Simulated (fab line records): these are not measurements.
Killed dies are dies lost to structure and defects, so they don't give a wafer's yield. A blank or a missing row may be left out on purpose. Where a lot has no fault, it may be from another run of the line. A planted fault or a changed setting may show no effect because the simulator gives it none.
fab line records    flow n5-finfet
[record] lots = 5  wafers = 14  last-day = 18
route steps=1938 shown SD_EPI_N@280 BEOL_M4@1111 PASSIVATION@1936
lots untouched by any fault: they come from a run of this same line in which no faults occurred
start-h: hours from the record's first day to the start of the lot's first wafer shown    wait-h: time in hours since the lot's previous step    " repeats the value in the row above    L1.1+2: a single row standing in for several wafers    - value missing, or start not given    * or withheld: withheld    < > ~ a bound
route shown NAME@n: NAME is a module with steps in the file, n the number in the route of the first one    usual: mean/standard deviation of fault-free wafers    same: alike in all rows    chamber/n: place in a boat    sites: each site's reading    _std_site: standard deviation across them    _edge_site: outer sites' mean less inner sites'    radius-mm: how far each site lies from the wafer's centre    mask NAME#n: copy n    behind: the tool/chamber that last shaped the wafer    hold: what put the lot on hold/how long, in hours/how the hold closed    device: transistor that didn't switch, given as n, p or np    end of line: tests of these same wafers at the route's end    a step with no rows: only its recipe    killed: the dies lost at the first sort to structure and to defects; this is not the yield of the wafer    map: shows each die of a wafer: x if killed, . if not, _ if none is there
set.NAME: the setting the step ran with; set.NAME@STEP: the setting that earlier step ran with    model.NAME: the simulator's own value behind a step, which no gauge read
a table for each step, a row for each wafer; lots at some steps of the route
services: when a tool's chamber went out of use (start-h, in hours from the record's first day, below 0 if earlier), for how many hours, and the reason
[[steps]]
[step N5_SD_EPI_N_STRIP_47]
[recipe] chemistry = CHF3/O2  resist = SiARC  rf-frequency-hz = 6e+07
[step N5_SD_EPI_N_SD_RECESS_17]
[recipe] chemistry = HBr/Cl2/O2  target-depth-a = 410  mask-material = SOC  time-s = 23.7  bt-time-s = 3  pressure-mtorr = 10  icp-w = 800  bias-w = 112  HBr_flow_sccm = 150  Cl2_flow_sccm = 80  O2_flow_sccm = 12
[usual] drypump-motor-current-A = 5.6/0.44  oes-product-au = 1.007/0.017  throttle-valve-pct = 37.10/0.25
lot.wafer  tool       chamber  start-h  wait-h  drypump-motor-current-A  oes-product-au  rf-hours-counter-h  throttle-valve-pct
L459.2     rie-si-04  3        75.46    0.0     6.3                      1.018           128                 36.81
L459.3     "          1        "        "       4.9                      1.023           131                 37.27
L459.6     "          0        "        "       5.7                      1.016           -                   37.05
L463.2     rie-si-03  1        102.81   0.0     5.9                      1.019           99                  37.40
L463.3     "          2        "        "       5.6                      0.977           2                   37.17
L463.4     "          0        "        "       5.4                      0.982           63                  36.65
L471.1     rie-si-01  2        143.62   0.0     5.9                      1.007           109                 37.02
L471.2     "          0        "        "       5.1                      1.028           44                  37.18
L477.1     rie-si-03  2        181.59   0.0     5.6                      0.993           4                   37.15
L477.2     "          0        "        "       5.4                      0.979           65                  36.64
L477.6     "          0        "        "       5.4                      0.977           -                   36.65
L478.1     rie-si-01  0        190.82   0.0     5.1                      1.015           45                  37.20
L478.5     "          3        "        "       5.1                      1.010           -                   37.08
L478.6     "          0        "        "       5.1                      1.025           -                   37.21
[step N5_SD_EPI_N_STRIP_38]
[recipe] chemistry = N2/H2  power-w = 1000  temp-c = 250  h2-frac = 0.65  overash-fraction = 0.3  pressure-mtorr = withheld  n2-flow-sccm = 1750  h2-flow-sccm = 3250
[usual] drypump-motor-current-A = 5.52/0.18  heater-power-w = 353/23  oes-product-au = 0.761/0.0097
lot.wafer  tool             chamber  start-h  wait-h  drypump-motor-current-A  heater-power-w  oes-product-au  rf-hours-counter-h
L459.2     plasma-asher-02  1        75.55    0.1     5.38                     320             0.767           36
L459.3     "                1        "        "       5.43                     329             0.767           -
L459.6     "                1        "        "       5.40                     330             0.768           -
L463.2     plasma-asher-02  0        102.91   0.1     5.74                     376             0.759           40
L463.3     "                0        "        "       5.76                     375             0.772           -
L463.4     "                1        "        "       5.39                     318             0.764           -
L471.1     plasma-asher-02  0        143.71   0.1     5.77                     371             0.753           47
L471.2     "                1        "        "       5.40                     337             0.765           47
L477.1     plasma-asher-02  1        181.68   0.1     5.38                     331             0.773           58
L477.2     "                0        "        "       5.73                     380             0.758           58
L477.6     "                0        "        "       5.71                     381             0.758           -
L478.1     plasma-asher-01  1        190.91   0.1     5.26                     337             0.759           113
L478.5     "                0        "        "       5.60                     377             0.750           -
L478.6     "                1        "        "       5.28                     342             0.750           -
[step N5_SD_EPI_N_WET_ETCH_43]
[recipe] chemistry = dHF  dilution = withheld  time-s = 14  target = SiO2  target-depth-a = 15  temp-c = 25
[step N5_SD_EPI_N_STRIP_18]
[recipe] chemistry = SPM  time-s = 750  temp-c = 130  h2so4-h2o2-vol-ratio = 4
[step N5_SD_EPI_N_SRD_20]
[recipe] dry = ipa-marangoni  do-ppb = 5  time-s = 30  temp-c = 23  rinse-liquid = diw
[step N5_SD_EPI_N_PRECLEAN_48]
[recipe] chemistry = NF3:NH3  afs-cycles = 2  temp-c = 30  time-s = 20  sublimation-temp-c = 180  sublimation-time-s = 60  pressure-torr = 3  rf-power-w = 30
[step N5_SD_EPI_N_VAPOR_ETCH_50]
[recipe] chemistry = HCl  target = Si  temp-c = 775  time-s = 54  pressure-torr = 20  mode = isotropic
[usual] lamp-inner-pct = 20.9/0.48  throttle-valve-pct = 11.7/0.51
lot.wafer  tool          chamber  start-h  wait-h  lamp-inner-pct  throttle-valve-pct
L459.2     epi-rpcvd-02  0        76.42    0.4     21.4            11.8
L459.3     "             0        "        "       21.4            11.9
L459.6     "             0        "        "       21.3            11.7
L463.2     epi-rpcvd-03  0        103.65   0.3     21.1            11.3
L463.3     "             0        "        "       21.1            10.9
L463.4     "             0        "        "       21.0            10.8
L471.1     epi-rpcvd-04  0        144.70   0.5     19.9            12.3
L471.2     "             0        "        "       20.1            12.3
L477.1     epi-rpcvd-02  0        182.40   0.3     21.0            11.9
L477.2     "             0        "        "       21.0            11.7
L477.6     "             0        "        "       21.1            11.7
L478.1     epi-rpcvd-03  0        191.64   0.3     21.4            11.1
L478.5     "             0        "        "       20.8            10.9
L478.6     "             0        "        "       21.1            11.0
[step N5_SD_EPI_N_EPI_21]
[recipe] material = Si:P  dopant = P  temp-c = 680  pressure-torr = 255  time-s = 690
[step N5_SD_EPI_N_EPI_MEAS_23]
[recipe] mode = xrd
[usual] thk-nm = 58.9/1.1
lot.wafer  tool           chamber  start-h  wait-h  thk-nm
L459.2     film-metro-02  -        78.90    1.5     59.0
L459.3     "              -        "        "       57.6
L459.6     "              -        "        "       58.2
L463.2     film-metro-01  -        105.54   1.2     59.5
L463.3     "              -        "        "       58.6
L463.4     "              -        "        "       60.1
L471.1     film-metro-01  -        148.05   2.5     58.6
L471.2     "              -        "        "       58.7
L477.1     film-metro-02  -        184.30   1.4     58.0
L477.2     "              -        "        "       59.6
L477.6     "              -        "        "       60.5
L478.1     film-metro-02  -        193.54   1.4     57.3
L478.5     "              -        "        "       58.8
L478.6     "              -        "        "       58.5
[step N5_SD_EPI_N_PRECLEAN_24]
[recipe] chemistry = O3/DIW  time-s = 60  temp-c = 22  o3-ppm = 10
[step N5_SD_EPI_N_SRD_25]
[recipe] time-s = 30  temp-c = 23  rinse-liquid = diw  dry = ipa-marangoni
[step N5_SD_EPI_N_PRECLEAN_49]
[recipe] chemistry = NF3:NH3  afs-cycles = 1  temp-c = 30  time-s = 20  sublimation-temp-c = 180  sublimation-time-s = 60  pressure-torr = 3  rf-power-w = 30
[usual] sublimation-temp-c = 179.99/0.16  time-s = 20/0
lot.wafer  tool              chamber  start-h  wait-h  sublimation-temp-c  time-s
L459.2     remote-plasma-01  1        79.03    0.1     179.73              20
L459.3     "                 1        "        "       179.97              20
L459.6     "                 1        "        "       179.80              20
L463.2     remote-plasma-02  0        105.67   0.1     179.95              20
L463.3     "                 0        "        "       179.94              20
L463.4     "                 0        "        "       180.05              20
L471.1     remote-plasma-02  0        148.15   0.0     180.11              20
L471.2     "                 0        "        "       179.96              24.65
L477.1     remote-plasma-01  1        184.40   0.0     179.77              20
L477.2     "                 1        "        "       180.03              20
L477.6     "                 1        "        "       179.88              20
L478.1     remote-plasma-01  0        193.65   0.0     179.96              20
L478.5     "                 0        "        "       179.83              20
L478.6     "                 0        "        "       179.92              20
[step N5_SD_EPI_N_LINER_46]
[recipe] material = SiNx  target-thk-a = 30  temp-c = 400  ald-precursor-family = SiH2I2  ald-co-reactant = N2/H2-plasma  pressure-torr = 2
[usual] heater-power-w = 836/57
lot.wafer  tool        chamber  start-h  wait-h  heater-power-w
L459.2     ald-sin-02  2        80.09    1.0     776
L459.3     "           0        "        "       844
L459.6     "           3        "        "       881
L463.2     ald-sin-02  2        105.84   0.1     771
L463.3     "           0        "        "       826
L463.4     "           0        "        "       861
L471.1     ald-sin-02  2        148.41   0.2     798
L471.2     "           3        "        "       896
L477.1     ald-sin-02  3        184.64   0.2     881
L477.2     "           1        "        "       735
L477.6     "           3        "        "       882
L478.1     ald-sin-04  2        193.85   0.2     839
L478.5     "           2        "        "       852
L478.6     "           3        "        "       824
[step N5_BEOL_M4_RC_MEAS_101]
[usual] DIBL_N = 35.9/1.4  DIBL_P = 35.9/1.7  IOFF_N = 0.155/0.023  IOFF_P = 0.201/0.029  ION_N = 672/8.8  ION_P = 460/7  SS_N = 71.6/0.48  SS_P = 73.1/0.64  VT_N = 250.0/3  VT_P = -251.6/3
lot.wafer  tool       chamber  start-h  wait-h  DIBL_N[mV/V]  DIBL_P[mV/V]  IOFF_N[nA/um]  IOFF_P[nA/um]  ION_N[uA/um]  ION_P[uA/um]  SS_N[mV/dec]  SS_P[mV/dec]  VT_N[mV]  VT_P[mV]
L459.2     prober-01  0        198.85   0.2     35.5          35.7          0.160          0.201          678           465           70.9          73.3          249.5     -249.4
L459.3     "          0        "        "       34.8          34.9          0.142          0.195          663           454           71.0          72.7          251.4     -250.9
L459.6     "          0        "        "       35.4          35.8          0.160          0.212          670           463           71.0          73.6          251.1     -251.1
L463.2     prober-01  0        224.34   0.2     36.5          36.7          0.164          0.180          666           454           70.9          73.1          248.0     -254.2
L463.3     "          0        "        "       39.5          40.3          0.239          0.238          688           459           72.3          74.1          241.2     -250.3
L463.4     "          0        "        "       36.0          35.5          0.149          0.167          663           444           71.4          72.6          247.5     -255.5
L471.1     prober-01  0        269.18   0.0     39.0          37.0          0.170          0.219          675           459           72.4          73.6          247.8     -255.0
L471.2     "          0        "        "       37.8          35.2          0.148          0.186          671           450           70.7          73.0          252.3     -253.5
L477.1     prober-01  0        305.76   0.2     36.1          34.9          0.146          0.175          668           452           71.7          73.5          250.2     -255.3
L477.2     "          0        "        "       34.4          33.7          0.118          0.161          665           456           71.0          73.4          254.4     -255.5
L477.6     "          0        "        "       35.7          35.3          0.139          0.182          662           452           71.7          73.2          252.2     -253.5
L478.1     prober-02  0        311.49   0.0     34.9          34.0          0.134          0.199          669           469           71.5          72.6          254.6     -251.2
L478.5     "          0        "        "       35.8          34.6          0.145          0.206          670           463           72.1          73.7          249.8     -252.6
L478.6     "          0        "        "       35.1          34.6          0.141          0.203          667           459           71.2          72.7          251.0     -249.2
[step N5_PASSIVATION_PROBE_49]
[usual] defect-limited-yield = 91.7/1.5  killed_at_M0_to_M3 = 30/8.6  killed_at_M4_up = 12/4.5  killed-at-contacts = 13/5.8  killed-at-front-end = 38/11  killed-at-other = 4/3  killed-dies = 97/17  killed-on-rim = 13/3.6  killed-open = 63/12  killed-short = 32/8.8  sort_bin_5_function = 4.8/0.91  sort_bin_6_memory = 3.1/0.68  sort-n-pass = 1083/17  sort-yield-pct = 91.7/1.5
[same] gross-dies = 1180  killed-at-back-side = 0  sort_bin_4_leakage[%] = 0  sort_bin_8_speed[%] = 0
lot.wafer  tool       chamber  start-h  wait-h  defect-limited-yield[%]  killed_at_M0_to_M3  killed_at_M4_up  killed-at-contacts  killed-at-front-end  killed-at-other  killed-dies  killed-on-rim  killed-open  killed-short  sort_bin_5_function[%]  sort_bin_6_memory[%]  sort-n-pass  sort-yield-pct[%]
L459.2     prober-02  -        306.04   0.2     91.3                     24                  22               13                  43                   1                103          12             53           42            4.9                     3.3                   1077         91.3
L459.3     prober-02  -        306.09   0.3     91.9                     28                  12               30                  24                   1                95           15             64           28            4.7                     3.1                   1085         91.9
L459.6     prober-02  -        306.24   0.4     90.2                     37                  19               9                   49                   2                116          16             68           41            5.3                     3.7                   1064         90.2
L463.2     prober-02  -        325.53   0.1     93.4                     25                  8                18                  25                   2                78           12             45           30            3.6                     2.8                   1102         93.4
L463.3     prober-02  -        325.58   0.1     91.3                     30                  17               13                  43                   0                103          13             67           33            5.2                     3.3                   1077         91.3
L463.4     prober-02  -        325.63   0.2     93.1                     33                  12               4                   30                   2                81           14             51           29            3.9                     2.6                   1099         93.1
L471.1     prober-01  -        373.39   0.0     93.6                     22                  10               6                   36                   2                76           7              58           16            4.2                     2.1                   1104         93.6
L471.2     prober-01  -        373.44   0.1     92.5                     22                  12               13                  36                   5                88           11             49           36            4.8                     2.2                   1092         92.5
L477.1     prober-01  -        415.81   0.0     93.2                     31                  9                9                   31                   0                80           11             52           25            4.1                     2.4                   1100         93.2
L477.2     prober-01  -        415.86   0.1     91.9                     28                  14               12                  40                   2                96           15             65           30            4.7                     3.1                   1084         91.9
L477.6     prober-01  -        416.06   0.3     93.3                     20                  8                16                  30                   5                79           12             48           27            4.0                     2.1                   1101         93.3
L478.1     prober-02  -        421.81   0.0     92.4                     36                  6                19                  27                   2                90           15             57           31            4.9                     2.5                   1090         92.4
L478.5     prober-02  -        422.01   0.2     91.8                     31                  6                32                  22                   6                97           12             58           36            4.4                     3.6                   1083         91.8
L478.6     prober-02  -        422.06   0.3     92.0                     35                  7                18                  31                   3                94           6              57           32            4.7                     2.9                   1086         92.0
// killed by level:class
L459.2 FIN_SAQP:geometric-particle:short=11 BEOL_M4:geometric-particle:open=11 MOL_CONTACT_COAG:geometric-particle:open=9 BEOL_M0_SAQP:geometric-particle:short=8 FIN_SAQP:geometric-particle:open=5 BEOL_M3:geometric-particle:open=5 MOL_CONTACT_COAG:geometric-particle:short=4 BEOL_M0_SAQP:geometric-particle:open=4
L459.3 MOL_CONTACT_COAG:geometric-particle:open=23 BEOL_M2:geometric-particle:open=7 MOL_CONTACT_COAG:geometric-particle:short=6 BEOL_M3:geometric-particle:open=6 FIN_SAQP:geometric-particle:short=5 BEOL_M0_SAQP:geometric-particle:open=5 BEOL_M3:geometric-particle:short=4 STARTING-WAFER:geometric-particle:open=4
L459.6 FIN_SAQP:geometric-particle:short=13 BEOL_M2:geometric-particle:open=9 BEOL_M3:geometric-particle:open=9 STI_FIN_REVEAL:geometric-particle:open=7 MOL_CONTACT_COAG:geometric-particle:open=7 BEOL_M6:geometric-particle:open=7 BEOL_M0_SAQP:geometric-particle:short=7 DUMMY_GATE:geometric-particle:open=5
L463.2 MOL_CONTACT_COAG:geometric-particle:open=14 BEOL_M2:geometric-particle:open=6 BEOL_M3:geometric-particle:open=6 BEOL_M0_SAQP:geometric-particle:short=5 MOL_CONTACT_COAG:geometric-particle:short=4 STARTING-WAFER:geometric-particle:short=4 FIN_SAQP:geometric-particle:short=3 STARTING-WAFER:geometric-particle:open=3
L463.3 MOL_CONTACT_COAG:geometric-particle:open=10 GATE_CUT:geometric-particle:short=9 BEOL_M1:geometric-particle:open=8 DUMMY_GATE:geometric-particle:open=7 GATE_CUT:geometric-particle:open=7 BEOL_M0_SAQP:geometric-particle:open=7 BEOL_M4:geometric-particle:open=7 STI_FIN_REVEAL:geometric-particle:open=5
L463.4 BEOL_M3:geometric-particle:open=12 GATE_CUT:geometric-particle:short=9 STI_FIN_REVEAL:geometric-particle:open=5 STARTING-WAFER:geometric-particle:short=5 MOL_CONTACT_COAG:geometric-particle:open=4 BEOL_M1:geometric-particle:open=4 BEOL_M0_SAQP:geometric-particle:short=3 BEOL_M0:geometric-particle:open=3
L471.1 STI_FIN_REVEAL:geometric-particle:open=15 BEOL_M3:geometric-particle:open=9 DUMMY_GATE:geometric-particle:open=5 MOL_CONTACT_COAG:geometric-particle:open=5 BEOL_M4:geometric-particle:open=5 FIN_SAQP:geometric-particle:open=3 GATE_CUT:geometric-particle:short=3 BEOL_M0_SAQP:geometric-particle:open=3
L471.2 MOL_CONTACT_COAG:geometric-particle:open=11 BEOL_M3:geometric-particle:open=9 ILD0:geometric-particle:open=6 ILD0:geometric-particle:short=5 GATE_CUT:geometric-particle:short=5 FIN_SAQP:geometric-particle:short=4 BEOL_M4:geometric-particle:open=4 STARTING-WAFER:geometric-particle:open=4
L477.1 BEOL_M3:geometric-particle:open=8 BEOL_M0_SAQP:geometric-particle:short=6 BEOL_M1:geometric-particle:open=6 FIN_SAQP:geometric-particle:short=5 BEOL_M0_SAQP:geometric-particle:open=5 STI_FIN_REVEAL:geometric-particle:open=5 MOL_CONTACT_COAG:geometric-particle:open=5 DUMMY_GATE:geometric-particle:open=4
L477.2 STI_FIN_REVEAL:geometric-particle:open=11 MOL_CONTACT_COAG:geometric-particle:open=9 BEOL_M1:geometric-particle:open=8 BEOL_M0_SAQP:geometric-particle:open=7 BEOL_M4:geometric-particle:open=7 FIN_SAQP:geometric-particle:open=6 FIN_SAQP:geometric-particle:short=6 BEOL_M0_SAQP:geometric-particle:short=5
L477.6 MOL_CONTACT_COAG:geometric-particle:open=10 FIN_SAQP:geometric-particle:short=6 STI_FIN_REVEAL:geometric-particle:open=6 MOL_CONTACT_COAG:geometric-particle:short=6 BEOL_M3:geometric-particle:open=5 BEOL_M0_SAQP:geometric-particle:short=4 BEOL_M1:geometric-particle:open=4 BEOL_M5:geometric-particle:open=4
L478.1 MOL_CONTACT_COAG:geometric-particle:open=14 BEOL_M0_SAQP:geometric-particle:open=11 BEOL_M0_SAQP:geometric-particle:short=10 FIN_SAQP:geometric-particle:open=9 FIN_SAQP:geometric-particle:short=6 BEOL_M2:geometric-particle:open=6 BEOL_M1:geometric-particle:open=5 MOL_CONTACT_COAG:geometric-particle:short=5
L478.5 MOL_CONTACT_COAG:geometric-particle:open=27 BEOL_M1:geometric-particle:open=8 BEOL_M0_SAQP:geometric-particle:open=7 BEOL_M0_SAQP:geometric-particle:short=7 GATE_CUT:geometric-particle:short=5 MOL_CONTACT_COAG:geometric-particle:short=5 FIN_SAQP:geometric-particle:short=4 BEOL_M3:geometric-particle:open=4
L478.6 MOL_CONTACT_COAG:geometric-particle:open=15 BEOL_M0_SAQP:geometric-particle:short=14 BEOL_M1:geometric-particle:open=8 STI_FIN_REVEAL:geometric-particle:open=7 STARTING-WAFER:geometric-particle:short=6 BEOL_M0_SAQP:geometric-particle:open=5 BEOL_M2:geometric-particle:open=4 FIN_SAQP:geometric-particle:short=3
[[services]]
tool              chamber  start-h  hours  kind
ald-sin-02        -        56.50    0.8    repair
plasma-asher-02   -        70.22    0.7    repair
ald-sin-02        0        88.15    6.4    repair
ald-sin-02        -        93.85    6.0    pm
rie-si-01         0        97.66    6.8    repair
rie-si-04         -        111.63   2.9    repair
rie-si-04         -        118.74   14.6   pm
epi-rpcvd-03      -        120.38   2.1    repair
epi-rpcvd-03      -        126.18   1.8    repair
epi-rpcvd-04      -        132.15   2.8    pm
rie-si-04         2        147.65   6.1    repair
rie-si-03         2        152.56   1.8    repair
plasma-asher-01   -        158.26   1.1    repair
ald-sin-04        -        177.89   14.0   pm
ald-sin-04        0        177.89   14.0   vent-cycle
ald-sin-04        1        177.89   14.0   vent-cycle
ald-sin-04        2        177.89   14.0   vent-cycle
ald-sin-04        3        177.89   14.0   vent-cycle
remote-plasma-02  -        180.05   0.2    repair
ald-sin-04        0        191.89   -      clean
ald-sin-04        1        191.89   -      clean
ald-sin-04        2        191.89   -      clean
ald-sin-04        3        191.89   -      clean
[[key]]
[first-sign] step = N5_SD_EPI_N_PRECLEAN_49  reading = time-s  direction = up  sigmas = 99+  usual = *  struck = *
effect none on later readings
met-at N5_SD_EPI_N_PRECLEAN_49
struck-wafers L471.2
onset-between 105.67 148.15
[fault] kind = process-parameter-drift  tool = remote-plasma-02  chamber = -  onset-h = 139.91  steps = N5_SD_EPI_N_PRECLEAN_49  channel = time-s  offset = *  shape = step  end-h = 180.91  scope = struck-wafers-only  acts-in = *  stated = *
